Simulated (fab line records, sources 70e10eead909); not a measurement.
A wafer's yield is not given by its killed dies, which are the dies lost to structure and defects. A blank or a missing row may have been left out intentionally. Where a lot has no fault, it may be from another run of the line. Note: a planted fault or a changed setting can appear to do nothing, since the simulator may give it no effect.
Matching of chambers    flow nand harc    NHARC_P_BONDPAD_CMP_32 on cmp-01: 4 sister chambers
The step polishes SiCN, target thk 200 nm. 4 wafers are shown with their chamber, then 7 later ones without.

WAFERS PAIRED WITH THEIR CHAMBERS
wafer   chamber  motor current A (A)
L084.3  3        10.4
L084.4  0        12.4
L085.2  2        11.2
L085.3  1        11.3

WAFERS WITHOUT THEIR CHAMBER
wafer   motor current A (A)
L085.6  11.5
L094.1  10.9
L094.4  11.8
L094.6  12.1
L097.1  12.4
L097.4  12.0
L097.6  11.4

EACH ONE'S CHAMBER
wafer   from the rows above           in truth
L085.6  can't be placed: 1 or 2       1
L094.1  can't be placed: 2 or 1 or 3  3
L094.4  can't be placed: 1 or 0 or 2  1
L094.6  can't be placed: 0 or 1 or 2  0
L097.1  0                             0
L097.4  can't be placed: 0 or 1 or 2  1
L097.6  can't be placed: 1 or 2       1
Placed correctly: 1 of 7. Can't be placed from these rows: 6 (the true chamber is among the candidates in 6). 0 placed wrongly.
How it was worked out, from the rows above alone: a wafer's distance from a chamber is the root of the sum, over the readings, of the square of ((its reading less the chamber's mean) divided by the reading's scatter). The wafer belongs to the nearest chamber; if the next one is less than 2 further off, it can't be placed. Each chamber's mean is taken over the wafers shown for it. The scatter (one wafer shown for each chamber): square how far every hidden wafer sits from the nearest shown wafer, average those squares and take the square root.
